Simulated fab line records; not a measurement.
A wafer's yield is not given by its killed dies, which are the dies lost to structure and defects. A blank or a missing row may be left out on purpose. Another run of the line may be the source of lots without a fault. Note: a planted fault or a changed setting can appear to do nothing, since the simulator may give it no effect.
Split-lot experiment ; flow n5-finfet ; 21 wafers read from 7 lots, route of 1938 steps

== THE SPLIT ITSELF ==
At N5_BEOL_M14_ILD_DEP_00 (deposits SiO2 from TEOS/O2, target thk 1119.3 nm, time 237.4 s), the setting time-s was moved away from the recipe's 237.4 s on 8 of the 21 wafers read, by -8.5% to +9.7%. This setting was run at the recipe's value on the other wafers.

The file shows no step between the split and the reading.

== THE READING ==
At N5_BEOL_M14_THK_MEAS_01: M14_ILD_THK, given in nm. A value of 1120 nm with a standard deviation of 13 nm is what fault-free wafers of this fab line usually give.

wafer;tool, chamber at the split;time-s as run, s;against the recipe;M14_ILD_THK, nm;against lot-mates on the recipe
L076.1;pecvd-03, 0;237.4;recipe;1107;-
L076.4;pecvd-03, 1;237.4;recipe;1124;-
L076.6;pecvd-03, 0;237.4;recipe;1131;-
L077.2;pecvd-01, 2;237.4;recipe;1114;-
L077.3;pecvd-01, 0;253.8;+6.9%;1188;+74
L077.6;pecvd-01, 0;253.8;+6.9%;1205;+91
L082.1;pecvd-02, 1;237.4;recipe;1117;-
L082.4;pecvd-02, 0;221.9;-6.5%;1064;-56
L082.5;pecvd-02, 2;237.4;recipe;1124;-
L086.2;pecvd-01, 1;225.8;-4.9%;1066;-68
L086.3;pecvd-01, 0;225.8;-4.9%;1062;-72
L086.6;pecvd-01, 0;237.4;recipe;1134;-
L093.1;pecvd-02, 2;237.4;recipe;1105;-
L093.2;pecvd-02, 0;237.4;recipe;1125;-
L093.6;pecvd-02, 1;260.5;+9.7%;1232;+117
L094.1;pecvd-03, 0;237.4;recipe;1107;-
L094.3;pecvd-03, 1;217.3;-8.5%;1029;-78
L094.6;pecvd-03, 1;217.3;-8.5%;1038;-69
L097.2;pecvd-03, 0;237.4;recipe;1113;-
L097.3;pecvd-03, 1;237.4;recipe;1109;-
L097.5;pecvd-03, 0;237.4;recipe;1128;-

THE FIT
A straight line over all 21 wafers: M14_ILD_THK changes by +10.7 nm for each +1% of time-s; r = +0.98; the points scatter about the line by 9.6 nm.
The same after taking each lot's own level away (the mean of its wafers on the recipe; 21 wafers): +10.8 nm for each +1%; r = +0.98; scatter 12 nm.
Per that fit: largest time-s move, reading shift of 1.1e+02 nm.
The lots' own levels span 1107.0 to 1134.0 nm, that is 2.1 times the standard deviation above.
Consequently the slope shifts little with the lot-to-lot level, the two slopes agreeing.
Check: with one of the wafers moved furthest among these (+9.7%) left out of the fit, the line predicts +104 nm for it against its lot-mates. It came out at +117 nm against them.

== THESE WAFERS: OTHER SPLITS ==
Before the reading, these wafers also passed through other splits. Each is held against what the fit with the lots' levels taken away leaves over:
other split on the same wafers;wafers away from the commonest value;r with M14_ILD_THK (lot level and that fit taken away)
N5_BEOL_M10_COAT_22 spin-rpm;3;-0.19
N5_BEOL_M11_ETCH_62 bias-w;9;-0.35
N5_BEOL_M11_COAT_63 spin-rpm;9;-0.14
N5_BEOL_M11_ETCH_41 time-s;6;+0.08
N5_BEOL_M13_ETCH_68 time-s;5;+0.14
N5_BEOL_M13_SPUTTER_43 time-s;6;-0.27

== THE WHOLE CHAIN: every reading that the file lists as answering this split, in the file's order ==
step;what it does;reading;change (the file's fit);r (the file's)
N5_BEOL_M14_ILD_DEP_00;deposits SiO2 from TEOS/O2, target thk 1119.3 nm, time 237.4 s;SiO2_of_BEOL_M14_ILD_DEP_00.thk-nm (the simulator's own value, which no gauge read);+10.8 nm for each +1% of the setting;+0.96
N5_BEOL_M14_THK_MEAS_01;;M14_ILD_THK;+10.8 for each +1% of the setting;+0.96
N5_BEOL_M14_VIA_ETCH_16;etches SiO2 in C4F8/O2/Ar, target depth 1231.3 nm;etch.depth-nm (the simulator's own value, which no gauge read);+10.8 nm for each +1% of the setting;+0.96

== THE FILE'S OWN FIT ==
M14_ILD_THK changes by +10.8 nm for each +1% of time-s, r = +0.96.
